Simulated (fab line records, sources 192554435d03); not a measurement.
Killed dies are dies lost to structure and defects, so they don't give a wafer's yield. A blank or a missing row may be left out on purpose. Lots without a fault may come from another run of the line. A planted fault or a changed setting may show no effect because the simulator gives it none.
Which tool did it? | flow n5_finfet | 24 lots, 72 wafers sampled, at 6 steps of a route of 1938

WHAT THE GAUGES READ, wafer by wafer
N5_BEOL_M4_OVL_MEAS_12.
lot  | measured     | on         | M4_OVL (nm)
L075 | day 8 07:47  | overlay-01 | -0.7 0.1 -0.4
L074 | day 8 08:07  | overlay-02 | 0.9 1.0 -0.2
L076 | day 8 12:52  | overlay-01 | -0.7 0.3 -0.4
L078 | day 8 13:11  | overlay-01 | -1.3 -0.4 -0.3
L077 | day 8 14:56  | overlay-02 | 0.7 -0.3 1.2
L079 | day 8 22:45  | overlay-01 | 0.6 -0.5 -0.7
L080 | day 8 23:53  | overlay-02 | 0.5 0.8 0.0
L081 | day 9 05:44  | overlay-02 | 1.2 1.1 1.4
L082 | day 9 12:17  | overlay-01 | 0.3 0.3 0.6
L083 | day 11 03:41 | overlay-01 | -2.0 -0.9 1.1
L084 | day 11 06:24 | overlay-01 | 1.1 0.4 0.0
L085 | day 11 22:21 | overlay-01 | -0.3 0.6 0.3
L086 | day 12 04:13 | overlay-01 | -0.2 0.5 0.2
L088 | day 12 10:33 | overlay-02 | -0.8 -1.1 -0.4
L087 | day 12 10:43 | overlay-01 | 0.7 -0.2 1.0
L089 | day 12 11:53 | overlay-02 | 0.1 -0.4 1.5
L090 | day 12 12:08 | overlay-01 | 0.4 -0.1 1.2
L091 | day 12 14:53 | overlay-02 | 0.1 -0.6 -1.3
L093 | day 12 15:50 | overlay-01 | -0.2 0.4 -0.6
L092 | day 12 22:49 | overlay-02 | 1.1 1.2 1.7
L095 | day 13 06:37 | overlay-01 | -0.1 -0.3 -0.9
L094 | day 13 06:43 | overlay-01 | 0.6 0.1 1.7
L096 | day 14 09:49 | overlay-02 | 0.5 1.3 0.3
L097 | day 14 20:46 | overlay-02 | 1.2 0.6 0.5

N5_BEOL_M4_OVL_MEAS_29.
lot  | measured     | on         | V3_OVL (nm)
L075 | day 8 08:47  | overlay-01 | 0.1 0.4 1.2
L074 | day 8 09:01  | overlay-02 | 0.0 0.7 0.2
L076 | day 8 13:55  | overlay-01 | 1.5 1.0 1.0
L078 | day 8 14:12  | overlay-01 | 0.6 -0.3 0.3
L077 | day 8 15:56  | overlay-02 | -0.2 0.4 0.3
L079 | day 8 23:45  | overlay-01 | 0.3 -0.1 0.3
L080 | day 9 00:59  | overlay-02 | -0.1 0.3 -0.2
L081 | day 9 06:44  | overlay-01 | -0.3 0.7 -0.3
L082 | day 9 13:12  | overlay-01 | -0.9 -0.4 0.9
L083 | day 11 04:47 | overlay-02 | 0.2 0.6 -0.5
L084 | day 11 07:41 | overlay-02 | -0.3 0.1 -0.1
L085 | day 11 23:47 | overlay-01 | 0.3 0.3 0.9
L086 | day 12 05:11 | overlay-02 | -0.1 -0.3 -0.4
L088 | day 12 11:38 | overlay-02 | 0.5 1.1 0.7
L087 | day 12 11:49 | overlay-02 | -0.2 -0.8 -0.4
L089 | day 12 12:53 | overlay-02 | 0.6 -0.1 1.1
L090 | day 12 13:09 | overlay-01 | 0.8 0.1 0.2
L091 | day 12 15:53 | overlay-02 | 0.8 0.5 0.4
L093 | day 12 17:13 | overlay-02 | 0.0 0.7 -0.2
L092 | day 12 23:41 | overlay-01 | 0.6 0.5 0.2
L095 | day 13 07:56 | overlay-01 | -0.7 0.0 -0.7
L094 | day 13 08:07 | overlay-01 | 0.2 -0.8 -1.3
L096 | day 14 10:43 | overlay-02 | 0.5 0.3 0.1
L097 | day 14 21:47 | overlay-01 | 1.1 0.5 0.7

WHICH TOOL RAN EACH LOT (tool, then ch and the chambers of the sampled wafers, then the start)
lot  | N5_BEOL_M3_PRE_CLEAN_45      | N5_BEOL_M3_SPUTTER_86        | N5_BEOL_M4_ILD_DEP_00           | N5_BEOL_M4_ETCH_74
L075 | pvd_sputter-03, day 8 01:20  | pvd_sputter-02, day 8 04:07  | pecvd-04 ch 0,2, day 8 06:19    | rie_diel-04 ch 1,2,3, day 8 07:55
L074 | pvd_sputter-03, day 8 03:29  | pvd_sputter-01, day 8 04:46  | pecvd-02 ch 0,1, day 8 06:58    | rie_diel-03 ch 2,3, day 8 08:16
L076 | pvd_sputter-02, day 8 07:35  | pvd_sputter-01, day 8 08:53  | pecvd-02 ch 0,2, day 8 11:05    | rie_diel-03 ch 0,1,3, day 8 13:02
L078 | pvd_sputter-01, day 8 07:49  | pvd_sputter-03, day 8 09:21  | pecvd-04 ch 0,1,2, day 8 11:35  | rie_diel-04 ch 1,2, day 8 13:19
L077 | pvd_sputter-01, day 8 10:11  | pvd_sputter-03, day 8 11:47  | pecvd-01 ch 0,2, day 8 14:01    | rie_diel-04 ch 1,2,3, day 8 15:04
L079 | pvd_sputter-02, day 8 17:01  | pvd_sputter-02, day 8 18:31  | pecvd-02 ch 0,1, day 8 20:59    | rie_diel-04 ch 1,2, day 8 22:53
L080 | pvd_sputter-02, day 8 17:05  | pvd_sputter-02, day 8 20:21  | pecvd-04 ch 1,2, day 8 22:34    | rie_diel-04 ch 2,3, day 9 00:02
L081 | pvd_sputter-03, day 8 21:03  | pvd_sputter-02, day 8 22:29  | pecvd-01 ch 1,2, day 9 01:11    | rie_diel-01 ch 1,3, day 9 05:51
L082 | pvd_sputter-02, day 9 05:49  | pvd_sputter-02, day 9 07:16  | pecvd-01 ch 0,2, day 9 09:44    | rie_diel-01 ch 0,2, day 9 12:25
L083 | pvd_sputter-01, day 10 21:07 | pvd_sputter-03, day 10 23:20 | pecvd-02 ch 1,2, day 11 01:35   | rie_diel-04 ch 1,2,3, day 11 03:49
L084 | pvd_sputter-02, day 11 00:30 | pvd_sputter-02, day 11 01:48 | pecvd-02 ch 0,1,2, day 11 04:03 | rie_diel-04 ch 1,2, day 11 06:48
L085 | pvd_sputter-03, day 11 16:43 | pvd_sputter-01, day 11 18:50 | pecvd-02 ch 0,2, day 11 21:04   | rie_diel-01 ch 2,3, day 11 22:49
L086 | pvd_sputter-01, day 11 21:43 | pvd_sputter-03, day 11 22:57 | pecvd-02 ch 0,1, day 12 01:20   | rie_diel-03 ch 0,2,3, day 12 04:20
L088 | pvd_sputter-03, day 11 22:15 | pvd_sputter-03, day 12 02:47 | pecvd-02 ch 0,1, day 12 07:57   | rie_diel-01 ch 1,2,3, day 12 10:40
L087 | pvd_sputter-01, day 12 03:48 | pvd_sputter-03, day 12 05:02 | pecvd-04 ch 1,2, day 12 08:05   | rie_diel-04 ch 0,1,3, day 12 10:50
L089 | pvd_sputter-02, day 12 07:04 | pvd_sputter-01, day 12 08:22 | pecvd-02 ch 0,1, day 12 10:35   | rie_diel-03 ch 0,1,3, day 12 12:01
L090 | pvd_sputter-03, day 12 07:09 | pvd_sputter-03, day 12 08:43 | pecvd-04 ch 0,1,2, day 12 11:01 | rie_diel-01 ch 1,2, day 12 12:14
L091 | pvd_sputter-03, day 12 07:32 | pvd_sputter-01, day 12 10:17 | pecvd-01 ch 0,1, day 12 12:41   | rie_diel-04 ch 0,1,2, day 12 15:01
L093 | pvd_sputter-02, day 12 11:35 | pvd_sputter-01, day 12 12:59 | pecvd-04 ch 0,1,2, day 12 15:11 | rie_diel-01 ch 0,1,3, day 12 16:20
L092 | pvd_sputter-02, day 12 18:16 | pvd_sputter-03, day 12 19:53 | pecvd-02 ch 0,1,2, day 12 22:09 | rie_diel-03 ch 0,1, day 12 22:55
L095 | pvd_sputter-03, day 12 22:19 | pvd_sputter-02, day 13 00:08 | pecvd-02 ch 0,1,2, day 13 02:23 | rie_diel-04 ch 1,2,3, day 13 07:04
L094 | pvd_sputter-01, day 13 01:11 | pvd_sputter-01, day 13 02:33 | pecvd-02 ch 0,1,2, day 13 04:46 | rie_diel-03 ch 0,1,2, day 13 07:07
L096 | pvd_sputter-01, day 14 03:20 | pvd_sputter-02, day 14 06:01 | pecvd-02 ch 0,2, day 14 08:14   | rie_diel-04 ch 0,1, day 14 09:56
L097 | pvd_sputter-01, day 14 14:16 | pvd_sputter-01, day 14 17:17 | pecvd-01 ch 0,1, day 14 19:29   | rie_diel-01 ch 1,2,3, day 14 20:53
- N5_BEOL_M3_PRE_CLEAN_45: time 30 s.
- N5_BEOL_M3_SPUTTER_86: material Cu, target thk 4.5 nm, time 8.29 s.
- N5_BEOL_M4_ILD_DEP_00: deposits SiOC from DEMS/O2, target thk 79 nm, time 15.3 s.
- N5_BEOL_M4_ETCH_74: etches underlayer in N2/H2, target depth 6.5 nm, time 5.2 s.

WHAT THE TOOLS THEMSELVES READ (means of the sampled wafers that have a number; where no wafer has one, the mark that the record gives instead)
N5_BEOL_M3_PRE_CLEAN_45.
lot  | tool           | heater_power_w (W)
L075 | pvd_sputter-03 | 321
L074 | pvd_sputter-03 | 333
L076 | pvd_sputter-02 | 350
L078 | pvd_sputter-01 | 313
L077 | pvd_sputter-01 | 332
L079 | pvd_sputter-02 | 366
L080 | pvd_sputter-02 | 342
L081 | pvd_sputter-03 | 335
L082 | pvd_sputter-02 | 344
L083 | pvd_sputter-01 | 310
L084 | pvd_sputter-02 | 333
L085 | pvd_sputter-03 | 312
L086 | pvd_sputter-01 | 302
L088 | pvd_sputter-03 | 319
L087 | pvd_sputter-01 | 314
L089 | pvd_sputter-02 | 336
L090 | pvd_sputter-03 | 340
L091 | pvd_sputter-03 | 320
L093 | pvd_sputter-02 | 324
L092 | pvd_sputter-02 | 345
L095 | pvd_sputter-03 | 317
L094 | pvd_sputter-01 | 320
L096 | pvd_sputter-01 | 299
L097 | pvd_sputter-01 | 303

N5_BEOL_M3_SPUTTER_86.
lot  | tool           | throttle_valve_pct (%)
L075 | pvd_sputter-02 | 29.4
L074 | pvd_sputter-01 | 31.1
L076 | pvd_sputter-01 | 31.3
L078 | pvd_sputter-03 | 29.7
L077 | pvd_sputter-03 | 30.6
L079 | pvd_sputter-02 | 30.0
L080 | pvd_sputter-02 | 29.6
L081 | pvd_sputter-02 | 29.8
L082 | pvd_sputter-02 | 30.1
L083 | pvd_sputter-03 | 29.4
L084 | pvd_sputter-02 | 29.6
L085 | pvd_sputter-01 | 31.2
L086 | pvd_sputter-03 | 30.0
L088 | pvd_sputter-03 | 30.2
L087 | pvd_sputter-03 | 29.6
L089 | pvd_sputter-01 | 31.9
L090 | pvd_sputter-03 | 30.1
L091 | pvd_sputter-01 | 31.2
L093 | pvd_sputter-01 | 32.2
L092 | pvd_sputter-03 | 30.1
L095 | pvd_sputter-02 | 30.1
L094 | pvd_sputter-01 | 31.6
L096 | pvd_sputter-02 | 29.9
L097 | pvd_sputter-01 | 31.7

N5_BEOL_M4_ILD_DEP_00.
lot  | tool     | heater_power_w (W) | showerhead_plenum_p_Torr (Torr) | throttle_valve_pct (%)
L075 | pecvd-04 | 442                | 5.707                           | 11.7
L074 | pecvd-02 | 430                | 5.695                           | 11.7
L076 | pecvd-02 | 510                | 5.694                           | 12.0
L078 | pecvd-04 | 385                | 5.706                           | 12.0
L077 | pecvd-01 | 447                | 5.706                           | 11.2
L079 | pecvd-02 | 499                | 5.686                           | 11.7
L080 | pecvd-04 | 414                | 5.697                           | 12.0
L081 | pecvd-01 | 428                | 5.679                           | 11.8
L082 | pecvd-01 | 491                | 5.699                           | 11.0
L083 | pecvd-02 | 474                | 5.702                           | 11.7
L084 | pecvd-02 | 483                | 5.695                           | 11.8
L085 | pecvd-02 | 529                | 5.701                           | 11.8
L086 | pecvd-02 | 480                | 5.703                           | 11.8
L088 | pecvd-02 | 447                | 5.691                           | 11.7
L087 | pecvd-04 | 444                | 5.699                           | 11.7
L089 | pecvd-02 | 508                | 5.691                           | 11.9
L090 | pecvd-04 | 404                | 5.708                           | 12.1
L091 | pecvd-01 | 521                | 5.693                           | 11.7
L093 | pecvd-04 | 417                | 5.703                           | 12.2
L092 | pecvd-02 | 533                | 5.700                           | 11.7
L095 | pecvd-02 | 528                | 5.695                           | 11.6
L094 | pecvd-02 | 476                | 5.699                           | 11.8
L096 | pecvd-02 | 552                | 5.691                           | 11.6
L097 | pecvd-01 | 518                | 5.703                           | 11.7

N5_BEOL_M4_ETCH_74.
lot  | tool        | bias_w (W) | chamber_pressure_mTorr (mTorr) | drypump_motor_current_A (A) | etch_rf_on_time_s (s) | h2_flow_sccm (sccm) | oes_product_au (a.u.) | rf_vpp_V (V) | showerhead_plenum_p_Torr (Torr) | throttle_valve_pct (%)
L075 | rie_diel-04 | 149.4      | 29.99                          | 5.9                         | 5.18                  | 200.0               | 0.75                  | 524          | 2.58                            | 17.80
L074 | rie_diel-03 | 150.1      | 29.97                          | 5.5                         | 5.30                  | 200.0               | 0.66                  | 526          | 2.61                            | 17.76
L076 | rie_diel-03 | 149.7      | 29.99                          | 5.4                         | 5.22                  | 199.7               | 0.70                  | 526          | 2.60                            | 17.63
L078 | rie_diel-04 | 150.3      | 30.00                          | 6.1                         | 5.22                  | 199.5               | 0.72                  | 523          | 2.50                            | 17.90
L077 | rie_diel-04 | 149.9      | 30.04                          | 5.9                         | 5.18                  | 200.3               | 0.75                  | 524          | 2.58                            | 17.81
L079 | rie_diel-04 | 150.0      | 29.98                          | 6.1                         | 5.06                  | 200.0               | 0.73                  | 523          | 2.50                            | 17.91
L080 | rie_diel-04 | 149.8      | 29.98                          | 5.7                         | 5.18                  | 200.1               | 0.75                  | 529          | 2.66                            | 17.74
L081 | rie_diel-01 | 150.2      | 30.03                          | 5.1                         | 5.04                  | 199.8               | 0.78                  | 525          | 2.59                            | 17.54
L082 | rie_diel-01 | 150.0      | 30.02                          | 5.8                         | 5.20                  | 199.8               | 0.64                  | 521          | 2.42                            | 17.93
L083 | rie_diel-04 | 150.0      | 30.00                          | 6.0                         | 5.17                  | 199.9               | 0.72                  | 525          | 2.57                            | 17.83
L084 | rie_diel-04 | 150.4      | 30.02                          | 6.2                         | 5.14                  | 200.3               | 0.70                  | 523          | 2.49                            | 17.94
L085 | rie_diel-01 | 150.0      | 30.01                          | 5.6                         | 5.08                  | 199.4               | 0.79                  | 527          | 2.65                            | 17.71
L086 | rie_diel-03 | 149.9      | 30.01                          | 5.5                         | 5.33                  | 199.8               | 0.64                  | 523          | 2.52                            | 17.87
L088 | rie_diel-01 | 149.8      | 29.99                          | 5.4                         | 5.10                  | 200.4               | 0.76                  | 526          | 2.62                            | 17.69
L087 | rie_diel-04 | 150.1      | 30.03                          | 5.8                         | 5.09                  | 200.3               | 0.74                  | 525          | 2.54                            | 17.90
L089 | rie_diel-03 | 150.2      | 30.00                          | 5.4                         | 5.25                  | 200.2               | 0.66                  | 524          | 2.59                            | 17.68
L090 | rie_diel-01 | 149.7      | 29.98                          | 5.5                         | 5.12                  | 200.1               | 0.75                  | 527          | 2.63                            | 17.71
L091 | rie_diel-04 | 150.2      | 30.03                          | 5.7                         | 5.13                  | 200.1               | 0.71                  | 522          | 2.49                            | 17.76
L093 | rie_diel-01 | 150.2      | 29.96                          | 5.2                         | 5.12                  | 200.0               | 0.73                  | 524          | 2.54                            | 17.67
L092 | rie_diel-03 | 149.8      | 30.01                          | 5.3                         | 5.27                  | 199.8               | 0.65                  | 523          | 2.52                            | 17.74
L095 | rie_diel-04 | 150.1      | 30.00                          | 5.9                         | 5.13                  | 199.6               | 0.70                  | 525          | 2.57                            | 17.88
L094 | rie_diel-03 | 149.8      | 30.04                          | 5.4                         | 5.18                  | 200.3               | 0.66                  | 523          | 2.52                            | 17.79
L096 | rie_diel-04 | 149.9      | 29.97                          | 5.6                         | 5.15                  | 200.2               | 0.73                  | 523          | 2.47                            | 17.81
L097 | rie_diel-01 | 150.4      | 29.96                          | 5.4                         | 5.12                  | 199.8               | 0.73                  | 526          | 2.61                            | 17.72

THE ANSWER, worked out from the rows above alone
Rule: what is usual is taken from the lots themselves. Put in order of their means at a reading, lots are off if they are a third of the lots or fewer, leave a main group of 4 or more, and stand apart from it by a gap of 3 or more times the standard deviation of the main group's means; of several such gaps the widest counts. A main group whose means are all the same, to the digits that the tables above print for the reading, isn't used. A lot without any number at a reading at which 4 lots or more have one is off too. The other lots that the step has rows for count as sound. The gauges are gone through in route order, then the tools' own readings, and for those a lot's mean is taken as printed above. The first step at which some lot is off is used, and at that step the reading that is off furthest; a lot without a number counts as furthest.
No lot is off at any reading shown: from this, nothing can be told.

WHAT THE SIMULATOR HAD PUT IN
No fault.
